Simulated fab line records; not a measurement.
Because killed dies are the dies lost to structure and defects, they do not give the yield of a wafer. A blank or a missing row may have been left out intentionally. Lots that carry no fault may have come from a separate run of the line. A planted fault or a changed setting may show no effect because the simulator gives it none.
Which tool did it? || flow n5 finfet || 11 lots (32 wafers sampled), 1 step of a 1938-step route

## WHAT THE GAUGES READ, wafer by wafer
N5_DUMMY_GATE_CD_MEAS_24 targets a cd of 15 nm. Usual: cd nm reads 15.0 nm (standard deviation 0.56).
{"lot": "L389", "measured": "day 3 01:08", "on": "cd sem-02", "cd nm (nm)": "15.2 15.4 14.8", "flag": ""}
{"lot": "L393", "measured": "day 3 23:33", "on": "cd sem-01", "cd nm (nm)": "14.4 15.8 15.5", "flag": ""}
{"lot": "L392", "measured": "day 4 00:20", "on": "cd sem-02", "cd nm (nm)": "15.3 14.9 14.9", "flag": ""}
{"lot": "L395", "measured": "day 4 12:57", "on": "cd sem-01", "cd nm (nm)": "15.1 14.4 13.0", "flag": ""}
{"lot": "L396", "measured": "day 4 18:56", "on": "cd sem-02", "cd nm (nm)": "14.7 16.2 16.0", "flag": ""}
{"lot": "L397", "measured": "day 5 07:28", "on": "cd sem-01", "cd nm (nm)": "14.7 14.4 15.2", "flag": ""}
{"lot": "L398", "measured": "day 5 10:38", "on": "cd sem-02", "cd nm (nm)": "15.3 14.2", "flag": ""}
{"lot": "L399", "measured": "day 5 22:29", "on": "cd sem-02", "cd nm (nm)": "15.3 15.6 15.3", "flag": ""}
{"lot": "L403", "measured": "day 6 13:54", "on": "cd sem-02", "cd nm (nm)": "16.0 15.0 15.2", "flag": ""}
{"lot": "L408", "measured": "day 7 18:42", "on": "cd sem-03", "cd nm (nm)": "14.8 15.6 14.8", "flag": ""}
{"lot": "L409", "measured": "day 8 01:27", "on": "cd sem-01", "cd nm (nm)": "15.0 15.2 15.2", "flag": ""}

## TOOL THAT RAN EACH LOT (tool first, then ch and the chambers of the sampled wafers, then the start)
The record shows no process step preceding these readings.

## AS READ BY THE TOOLS THEMSELVES (means over the sampled wafers that have a number; for cases with no such wafer, the mark the record gives instead)
The record holds no such reading with a usual standard deviation.

## THE ANSWER, worked out from the rows above alone
Rule: take the mean of a lot's wafers that have a number; if it is more than 3 standard deviations from the usual mean, the lot is off. A lot without any number at a reading at which 4 lots or more have one is off too. All remaining lots with rows at the step are treated as sound. First the gauges in route order, then the tools' own readings, where a lot's mean is used as printed above. The first step at which some lot is off is used, and at that step the reading that is off furthest; a lot without a number counts as furthest.
None of the lots is off at any reading shown; this tells nothing.

## WHAT HAD BEEN PUT IN BY THE SIMULATOR
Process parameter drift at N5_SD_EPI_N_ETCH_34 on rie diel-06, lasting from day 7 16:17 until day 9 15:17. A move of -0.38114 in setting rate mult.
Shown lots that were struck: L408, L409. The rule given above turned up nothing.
